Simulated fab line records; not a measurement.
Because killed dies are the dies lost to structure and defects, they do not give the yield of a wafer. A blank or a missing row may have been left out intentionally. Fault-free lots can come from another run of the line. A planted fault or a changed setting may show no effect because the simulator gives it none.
Code-filled problem report in 8D (eight disciplines) form / flow nand_harc / the parts of the form that need people (team, actions taken, sign-off) are left out

## 1. WHAT IS WRONG
killed_at_array at NHARC_END_SORT_01 reads a mean of 591 on 2 wafers of 2 lots; wafers without a fault read 28 with a standard deviation of 8.9. That puts it +63 standard deviations away from the usual mean.
The first sign was on wafer L289.1 at day 21 22:43, on prober-01. The record has a number at this step for 6 wafers belonging to 2 lots. Rule for "out", or "out of limits": more than 4 standard deviations from the usual mean. All remaining wafers that have a number are taken as sound.

## 2. WHAT IT IS; WHAT IT IS NOT
question=which readings at this step | is=killed_at_array, killed_dies | is not=killed_at_other, killed_short
question=which lots | is=L289, L294 | is not=-
question=which wafers of those lots | is=L289.1, L294.2 | is not=L289.2, L289.4, L294.4, L294.5
question=read on which gauges | is=prober-01, prober-02 | is not=-
question=when | is=from day 21 22:43 | is not=up to then (0 sound wafers); but 4 sound wafers of L289, L294 came after

## 3. WHAT RULES OUT EACH SUSPECT
Counting: any tool at a process step up to the reading remains a suspect provided it ran every lot that is out. Sound lots after the first of them don't rule it out here, since some wafers of a struck lot are sound.
- ruled out: the gauge at NHARC_END_SORT_01. Those wafers that are out were read across 2 gauges (prober-01, prober-02).
- rie_diel-01 at NHARC_A_STAIRCASE_DESCUM_252 (chemistry O2, time 3 s): kept. It ran every lot that is out, first L289 (day 14 01:51).
- rie_diel-01 at NHARC_A_STAIRCASE_ETCH_253 (etches the open film in C4F8/O2, target depth 50 nm, time 20.2 s): kept. It ran every lot that is out, first L289 (day 14 01:56). Out on those wafers are its own readings of run_length_s.
- At NHARC_A_STAIRCASE_ETCH_253, inside rie_diel-01: chamber 0 took the wafers that are out, while their sound lot-mates went through chambers 1, 2.
After counting, rie_diel-01 at NHARC_A_STAIRCASE_DESCUM_252 and rie_diel-01 at NHARC_A_STAIRCASE_ETCH_253 remain.

## 4. THE CAUSE (what the simulator had put in)
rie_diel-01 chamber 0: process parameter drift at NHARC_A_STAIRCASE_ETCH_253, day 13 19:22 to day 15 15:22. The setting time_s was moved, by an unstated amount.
2 suspects survive the count, and this tool is in that group.

## 5. THE EFFECT CHAIN, in route order
One row per reading whose mean, taken over the struck wafers that have a number, lies over 3 standard deviations from the usual. Scope: only readings with a usual standard deviation given in the record; hours: median across lots of the time from each lot's start at the first step in this table that gives one to its start at this step; sigmas: change in usual standard deviations.
hours=0; step=NHARC_A_STAIRCASE_ETCH_253; reading=run_length_s; usual=41.5 s; on struck wafers=30.8; change=-10.7; sigmas=-31
hours=196; step=NHARC_END_SORT_01; reading=killed_at_array; usual=28; on struck wafers=591; change=+563; sigmas=+63
hours=196; step=NHARC_END_SORT_01; reading=killed_dies; usual=32; on struck wafers=598; change=+566; sigmas=+60
Process steps it contains:
- NHARC_A_STAIRCASE_ETCH_253: etches the open film in C4F8/O2, target depth 50 nm, time 20.2 s.

## 6. HOW IT WOULD HAVE BEEN CAUGHT EARLIER
The first out-of-limits reading at a measuring or inspecting step in this record came at day 21 22:43, 195 hours after the fault's start at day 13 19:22.
Tool's own readings at NHARC_A_STAIRCASE_ETCH_253, run_length_s: out on all struck wafers the step has rows for; an alarm limit on them would have tripped on the first.
All the lots that are out (2) had begun NHARC_A_STAIRCASE_ETCH_253 on rie_diel-01 by day 21 22:43. Holding the tool at that point would not have protected any of them.
